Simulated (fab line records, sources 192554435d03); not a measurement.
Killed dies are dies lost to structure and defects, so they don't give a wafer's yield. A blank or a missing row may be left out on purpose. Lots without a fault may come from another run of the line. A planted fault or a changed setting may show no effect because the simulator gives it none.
Chamber matching | flow n5_finfet | N5_BEOL_M10_DESCUM_33 on rie_diel-03: 4 sister chambers
The step chemistry O2, time 7.9 s. 18 wafers are shown with their chamber, then 9 later ones without.

WAFERS WITH THEIR CHAMBER
wafer  | chamber | drypump_motor_current_A (A) | showerhead_plenum_p_Torr (Torr) | throttle_valve_pct (%)
L074.3 | 2       | 5.70                        | 2.11                            | 20.17
L074.4 | 3       | 5.91                        | 2.04                            | 20.11
L074.5 | 2       | 5.71                        | 2.11                            | 20.18
L075.1 | 3       | 5.90                        | 2.04                            | 20.10
L075.2 | 2       | 5.70                        | 2.11                            | 20.19
L075.3 | 1       | 5.21                        | 2.04                            | 20.53
L077.1 | 3       | 5.90                        | 2.04                            | 20.10
L077.3 | 2       | 5.72                        | 2.11                            | 20.19
L077.6 | 2       | 5.72                        | 2.11                            | 20.22
L082.2 | 2       | 5.70                        | 2.11                            | 20.21
L082.3 | 3       | 5.90                        | 2.03                            | 20.15
L082.6 | 2       | 5.71                        | 2.11                            | 20.23
L085.2 | 3       | 5.91                        | 2.03                            | 20.14
L085.3 | 0       | 5.09                        | 2.15                            | 19.98
L085.6 | 2       | 5.72                        | 2.10                            | 20.22
L083.1 | 3       | 5.96                        | 2.03                            | 20.16
L083.4 | 1       | 5.22                        | 2.03                            | 20.55
L083.5 | 1       | 5.22                        | 2.03                            | 20.57

SIGNATURES (means of the wafers above)
reading                  | chamber 0 | chamber 1 | chamber 2 | chamber 3 | scatter within a chamber
drypump_motor_current_A  | 5.0900    | 5.2167    | 5.7100    | 5.9133    | 0.0156
showerhead_plenum_p_Torr | 2.1500    | 2.0333    | 2.1087    | 2.0350    | 0.00466
throttle_valve_pct       | 19.9800   | 20.5500   | 20.2013   | 20.1267   | 0.0233
Rule: a wafer's distance from a chamber is the root of the sum, over the readings, of the square of ((its reading less the chamber's mean) divided by the reading's scatter). The wafer belongs to the nearest chamber; if the next one is less than 2 further off, it can't be placed. The scatter: the root of (the sum of the squares of (reading less its chamber's mean) over the shown wafers, divided by (wafers less chambers)).

WAFERS WITHOUT THEIR CHAMBER
wafer  | drypump_motor_current_A (A) | showerhead_plenum_p_Torr (Torr) | throttle_valve_pct (%)
L086.1 | 5.70                        | 2.10                            | 20.22
L086.3 | 5.25                        | 2.03                            | 20.57
L086.4 | 5.10                        | 2.14                            | 20.01
L093.3 | 5.91                        | 2.03                            | 20.18
L093.5 | 5.24                        | 2.03                            | 20.60
L093.6 | 5.71                        | 2.10                            | 20.25
L096.1 | 5.68                        | 2.10                            | 20.27
L096.5 | 5.07                        | 2.14                            | 20.02
L096.6 | 5.23                        | 2.02                            | 20.59

WHICH CHAMBER EACH WENT THROUGH
wafer  | from the rows above | in truth
L086.1 | 2                   | 2
L086.3 | 1                   | 1
L086.4 | 0                   | 0
L093.3 | 3                   | 3
L093.5 | 1                   | 1
L093.6 | 2                   | 2
L096.1 | 2                   | 2
L096.5 | 0                   | 0
L096.6 | 1                   | 1
Placed correctly: 9 of 9. Can't be placed from these rows: 0. Placed wrongly: 0.
